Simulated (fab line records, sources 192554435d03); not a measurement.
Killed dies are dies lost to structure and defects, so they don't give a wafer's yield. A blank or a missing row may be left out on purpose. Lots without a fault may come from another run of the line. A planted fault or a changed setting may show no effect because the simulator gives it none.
fab line records | flow n5_finfet | part 2 of 2: steps 5 to 6 of 6
record lots=19 wafers=57 last_day=19
route steps=1938 shown FIN_SAQP@95 FIN_CUT@172
lots that met no fault: from a run of the same line without faults
start_h: hours from the record's first day to the start of the lot's first wafer shown | wait_h: hours since the lot's step before | " the same as in the row above | L1.1+2: a row that stands for several wafers | - no value, or no start given | * or withheld: withheld | < > ~ a bound
route shown NAME@n: a module of which the file shows steps, and the number in the route of the first | usual: mean/standard deviation of fault-free wafers | same: alike in all rows | chamber/n: place in a boat | sites: the reading at each site | _std_site: their standard deviation | _edge_site: outer sites' mean less inner sites' | radius_mm: how far each site lies from the wafer's centre | mask NAME#n: copy n | behind: the tool/chamber that last shaped the wafer | hold: why the lot was held/for how many hours/how that ended | device: the transistor (n, p or np) that didn't switch | end of line: the same wafers' tests at the end of the route | a step without rows: its recipe alone | killed: dies lost to structure and defects at the first sort, not the wafer's yield | map: a wafer's dies, x killed, . not, _ none there
set.NAME: the setting as run; set.NAME@STEP: as run at that earlier step | model.NAME: the simulator's own value behind a step, which no gauge read
steps of the route over a sample of lots; a table a step, a row a wafer
services: from which hour (start_h, from the record's first day; less than 0 if before it) a tool's chamber was out of use, for how many hours, and why
## steps
# step N5_FIN_CUT_STRIP_24
# recipe chemistry=CF4 resist=SiARC power_w=300 bias_power_w=75 pressure_mtorr=50 cf4_flow_sccm=150 rf_frequency_hz=6e+07
# usual chamber_pressure_mTorr=50.01/0.049 drypump_motor_current_A=5.7/0.46 oes_product_au=0.76/0.087 rf_vpp_V=271.1/1.3 showerhead_plenum_p_Torr=1.79/0.055 throttle_valve_pct=13.66/0.25
# columns lot.wafer tool chamber start_h wait_h chamber_pressure_mTorr drypump_motor_current_A oes_product_au rf_hours_counter_h rf_vpp_V showerhead_plenum_p_Torr throttle_valve_pct
L075.2 rie_diel-06 1 34.54 0.0 50.13 5.6 0.73 170 271.5 1.87 13.93
L075.3 " 3 " " 50.01 5.5 0.72 164 269.5 1.79 13.77
L075.6 " 3 " " 50.02 5.5 0.72 - 270.8 1.79 13.80
L076.1 rie_diel-06 2 40.89 0.0 49.99 6.4 0.77 130 269.0 1.73 13.38
L076.2 " 0 " " 49.99 5.2 0.68 228 272.1 1.77 13.75
L076.4 " 1 " " 49.97 5.6 0.73 172 273.7 1.87 13.93
L077.2 rie_diel-06 3 45.64 0.0 49.99 5.4 0.72 167 272.0 1.79 13.80
L077.5 " 3 " " 50.05 5.4 0.71 - 270.3 1.79 13.77
L077.6 " 2 " " 49.97 6.5 0.76 - 270.4 1.73 13.38
L078.1 rie_diel-06 0 52.38 0.0 49.95 5.2 0.68 231 271.7 1.77 13.76
L078.4 " 2 " " 50.02 6.4 0.77 132 269.3 1.73 13.39
L078.6 " 1 " " 50.04 5.6 0.73 - 271.6 1.87 13.95
L079.1 rie_diel-06 2 59.58 0.0 50.01 6.4 0.76 134 270.5 1.73 13.38
L079.3 " 0 " " 50.03 5.2 0.68 233 270.4 1.77 13.77
L079.5 " 2 " " 50.04 6.5 0.76 - 270.6 1.73 13.38
L080.1 rie_diel-03 2 65.62 0.0 50.02 5.3 0.73 201 268.8 1.71 13.78
L080.3 " 0 " " 50.06 4.7 0.92 5 270.0 1.77 13.26
L080.5 " 3 " " 49.91 5.5 0.68 - 269.8 1.71 13.82
L081.2 rie_diel-02 1 69.98 0.0 50.06 6.3 0.70 245 271.4 1.84 13.74
L081.5 " 2 " " 50.04 6.0 0.76 - 272.7 1.88 13.64
L081.6 " 1 " " 49.94 6.3 0.70 - 270.5 1.84 13.75
L083.3 rie_diel-06 2 82.68 0.0 49.96 6.4 0.76 142 268.2 1.73 13.41
L083.4 " 1 " " 50.00 5.6 0.72 186 272.9 1.86 13.97
L083.5 " 1 " " 49.92 5.6 0.71 - 273.1 1.86 13.99
L085.2 rie_diel-02 2 93.12 0.0 49.99 6.0 0.76 136 271.8 1.87 13.64
L085.3 " 3 " " 49.96 5.8 0.81 63 271.3 1.76 13.82
L085.4 " 0 " " 50.06 5.6 0.67 - 270.7 1.76 13.85
L086.2 rie_diel-06 3 99.64 0.0 49.97 5.4 0.71 180 272.4 1.78 13.81
L086.3 " 1 " " 50.09 5.6 0.72 189 270.7 1.86 13.98
L086.4 " 0 " " 49.94 5.2 0.67 245 269.9 1.77 13.79
L087.1 rie_diel-06 3 105.29 0.0 50.07 5.4 0.70 181 271.9 1.78 13.83
L087.4 " 2 " " 49.97 6.5 0.76 145 269.1 1.72 13.42
L087.6 " 0 " " 50.00 5.1 0.67 - 271.1 1.77 13.80
L088.1 rie_diel-06 2 111.14 0.0 49.92 6.4 0.75 146 267.5 1.72 13.41
L088.2 " 1 " " 50.02 5.6 0.71 191 273.4 1.86 13.99
L088.4 " 0 " " 50.05 5.2 0.67 247 270.4 1.77 13.80
L089.2 rie_diel-02 3 118.23 0.0 49.96 5.8 0.80 72 270.1 1.75 13.84
L089.3 " 2 " " 49.97 6.0 0.75 145 272.7 1.87 13.66
L089.5 " 1 " " 49.98 6.3 0.93 - 272.1 1.83 13.19
L090.2 rie_diel-06 1 124.78 0.0 49.98 5.6 0.71 196 272.1 1.86 14.00
L090.3 " 2 " " 50.00 6.4 0.74 151 269.6 1.72 13.42
L090.6 " 2 " " 49.96 6.4 0.75 - 271.3 1.72 13.41
L091.1 rie_diel-02 1 129.01 0.0 50.00 6.3 0.93 10 272.9 1.83 13.20
L091.3 " 3 " " 49.99 5.8 0.79 76 271.7 1.75 13.86
L091.6 " 0 " " 49.90 5.6 0.95 - 270.0 1.76 13.28
L093.3 rie_diel-06 0 140.95 0.0 50.04 5.1 0.97 1 271.1 1.77 13.25
L093.4 " 2 " " 50.02 6.4 0.75 154 270.5 1.72 13.42
L093.5 " 1 " " 50.00 5.6 0.71 - 272.5 1.86 14.01
L094.1 rie_diel-02 3 148.69 0.0 50.03 5.8 0.79 81 270.4 1.75 13.87
L094.2 " 2 " " 50.05 6.0 0.74 154 271.8 1.87 13.68
L094.3 " 0 " " 49.96 5.6 0.95 9 272.2 1.76 13.28
L095.4 rie_diel-02 2 154.66 0.0 50.01 6.0 0.73 155 272.0 1.87 13.69
L095.5 " 0 " " 49.96 5.6 0.93 - 271.5 1.76 13.29
L095.6 " 1 " " 49.99 6.3 0.90 - 271.9 1.83 13.21
L097.1 rie_diel-06 0 165.39 0.0 50.04 5.2 0.95 6 270.7 1.77 13.27
L097.2 " 3 " " 50.02 5.4 0.69 200 270.6 1.78 13.86
L097.5 " 0 " " 49.95 5.2 0.95 - 271.1 1.77 13.26
# step N5_FIN_CUT_STRIP_22
# recipe chemistry=N2/H2 power_w=500 temp_c=40 pressure_mtorr=50 rf_frequency_hz=6e+07 overash_fraction=0.3 bias_power_w=8 h2_frac=0.5 n2_flow_sccm=300 h2_flow_sccm=300
# usual chamber_pressure_mTorr=49.99/0.11 drypump_motor_current_A=5.7/0.47 n2_flow_sccm=300.2/0.87 oes_product_au=0.77/0.085 rf_vpp_V=54.2/2.3 showerhead_plenum_p_Torr=3.35/0.11 throttle_valve_pct=18.95/0.3
# columns lot.wafer tool chamber start_h wait_h chamber_pressure_mTorr drypump_motor_current_A n2_flow_sccm oes_product_au rf_hours_counter_h rf_vpp_V showerhead_plenum_p_Torr throttle_valve_pct
L075.2 rie_diel-02 3 34.88 0.0 49.90 5.8 300.8 0.84 46 55.0 3.29 18.97
L075.3 " 0 " " 50.19 5.6 301.3 0.67 233 55.7 3.31 19.03
L075.6 " 0 " " 49.96 5.6 301.5 0.67 - 54.1 3.31 19.01
L076.1 rie_diel-02 0 41.24 0.1 50.13 5.7 299.6 0.69 235 56.2 3.31 19.03
L076.2 " 3 " " 50.09 5.8 298.8 0.84 48 50.5 3.29 18.99
L076.4 " 1 " " 50.14 6.4 300.9 0.71 236 51.8 3.44 19.34
L077.2 rie_diel-02 2 45.98 0.0 49.97 6.0 299.0 0.78 122 54.7 3.50 18.70
L077.5 " 3 " " 50.00 5.8 300.2 0.83 - 54.7 3.29 18.96
L077.6 " 0 " " 50.08 5.7 301.9 0.69 - 49.6 3.31 19.05
L078.1 rie_diel-06 2 52.71 0.0 50.12 6.4 299.6 0.79 132 52.4 3.23 18.57
L078.4 " 1 " " 50.05 5.6 301.5 0.74 176 57.6 3.48 19.39
L078.6 " 0 " " 50.31 5.2 301.2 0.69 - 50.7 3.31 18.97
L079.1 rie_diel-02 0 61.03 0.1 49.79 5.6 300.0 0.68 239 56.9 3.31 19.03
L079.3 " 3 " " 50.01 5.8 300.7 0.81 52 56.4 3.29 18.98
L079.5 " 0 " " 50.14 5.6 300.5 0.68 - 54.9 3.31 19.00
L080.1 rie_diel-03 0 66.03 0.1 50.02 4.8 301.6 0.95 5 52.4 3.30 18.43
L080.3 " 1 " " 49.96 6.0 300.3 0.75 189 53.4 3.47 19.47
L080.5 " 1 " " 50.06 6.0 301.8 0.75 - 52.0 3.47 19.49
L081.2 rie_diel-02 1 70.35 0.1 49.99 6.3 299.4 0.71 245 57.7 3.43 19.37
L081.5 " 1 " " 50.05 6.3 299.7 0.70 - 56.2 3.43 19.35
L081.6 " 2 " " 49.90 6.1 299.0 0.77 - 50.6 3.50 18.73
L083.3 rie_diel-02 3 83.02 0.0 50.10 5.8 300.3 0.81 60 52.0 3.28 19.01
L083.4 " 0 " " 50.02 5.7 300.5 0.67 247 53.8 3.30 19.01
L083.5 " 1 " " 50.16 6.3 300.0 0.70 - 53.2 3.43 19.33
L085.2 rie_diel-03 3 93.46 0.0 49.82 5.5 299.6 0.67 245 54.0 3.18 18.95
L085.3 " 2 " " 49.98 5.4 300.8 0.73 210 56.6 3.19 19.02
L085.4 " 3 " " 50.03 5.5 300.6 0.66 - 50.5 3.18 18.95
L086.2 rie_diel-02 3 99.98 0.1 50.05 5.8 300.8 0.81 65 55.7 3.28 19.03
L086.3 " 0 " " 50.04 5.7 300.2 0.66 253 51.0 3.30 19.05
L086.4 " 0 " " 49.98 5.6 300.9 0.66 - 52.7 3.30 19.00
L087.1 rie_diel-03 0 105.63 0.0 49.87 4.8 300.1 0.88 18 53.6 3.30 18.47
L087.4 " 3 " " 49.90 5.5 298.9 0.68 - 53.9 3.18 18.94
L087.6 " 0 " " 49.99 4.8 300.3 0.88 - 53.2 3.30 18.47
L088.1 rie_diel-03 1 111.56 0.1 50.10 6.0 299.4 0.72 198 57.6 3.47 19.52
L088.2 " 2 " " 49.91 5.4 299.9 0.73 216 51.0 3.19 19.11
L088.4 " 1 " " 49.98 6.0 300.6 0.75 - 56.6 3.47 19.49
L089.2 rie_diel-03 1 119.76 0.1 49.85 6.1 300.8 0.74 201 51.8 3.46 19.48
L089.3 " 2 " " 49.96 5.3 300.8 0.71 220 56.2 3.19 19.05
L089.5 " 0 " " 49.97 4.7 300.1 0.88 - 55.7 3.30 18.48
L090.2 rie_diel-06 2 125.16 0.0 49.97 6.4 300.9 0.76 152 53.0 3.22 18.61
L090.3 " 1 " " 50.03 5.6 299.1 0.72 196 54.0 3.47 19.41
L090.6 " 3 " " 50.18 5.5 300.8 0.72 - 57.7 3.35 18.99
L091.1 rie_diel-02 2 129.34 0.0 49.99 6.0 299.9 0.76 149 54.8 3.48 18.81
L091.3 " 0 " " 50.04 5.6 299.1 0.97 5 52.0 3.30 18.62
L091.6 " 1 " " 50.13 6.4 301.3 0.93 - 56.8 3.43 18.97
L093.3 rie_diel-02 1 141.29 0.1 50.17 6.3 301.1 0.94 13 54.2 3.43 18.96
L093.4 " 2 " " 50.01 6.1 299.0 0.74 152 56.1 3.48 18.73
L093.5 " 2 " " 50.02 6.0 300.7 0.75 - 55.8 3.48 18.79
L094.1 rie_diel-06 0 149.02 0.0 49.89 5.2 298.8 0.98 3 54.8 3.30 18.59
L094.2 " 1 " " 49.93 5.6 299.4 0.72 205 58.9 3.47 19.40
L094.3 " 3 " " 49.89 5.4 300.3 0.71 196 56.7 3.35 18.97
L095.4 rie_diel-06 0 154.99 0.0 50.21 5.2 300.2 0.99 4 52.3 3.30 18.62
L095.5 " 1 " " 50.01 5.6 299.0 0.71 - 58.1 3.47 19.37
L095.6 " 2 " " 49.88 6.4 300.3 0.77 - 52.3 3.22 18.60
L097.1 rie_diel-02 0 165.72 0.0 49.99 5.6 300.3 0.95 14 55.3 3.29 18.64
L097.2 " 2 " " 50.13 6.0 299.6 0.75 159 53.8 3.48 18.79
L097.5 " 1 " " 50.01 6.3 300.8 0.92 - 55.5 3.42 18.99
## services
# columns tool chamber start_h hours kind
rie_diel-01 2 7.11 1.4 repair
rie_diel-03 0 17.61 9.8 repair
rie_diel-06 - 23.74 1.3 repair
pecvd-02 2 28.41 9.7 repair
rie_diel-06 0 28.99 6.7 repair
rie_diel-01 - 31.91 2.8 pm
pecvd-03 2 51.03 6.6 repair
pecvd-04 - 54.74 2.2 repair
rie_si-02 3 57.00 9.9 repair
pecvd-02 - 57.39 1.4 repair
rie_diel-04 1 61.26 8.9 repair
rie_diel-02 1 86.29 - clean
rie_diel-02 1 86.29 - consumable_replace:focus_ring
rie_diel-02 1 86.29 15.5 scheduled_down
rie_diel-03 1 92.93 14.9 repair
rie_diel-04 - 119.54 2.3 repair
rie_diel-06 2 125.76 11.1 repair
pecvd-04 - 125.78 0.8 pm
rie_diel-05 - 132.88 14.6 pm
pecvd-02 - 139.06 14.6 pm
rie_si-02 - 142.08 2.8 pm
rie_diel-03 1 145.19 1.6 repair
rie_diel-06 - 158.33 2.8 pm
rie_diel-06 2 163.27 9.2 repair
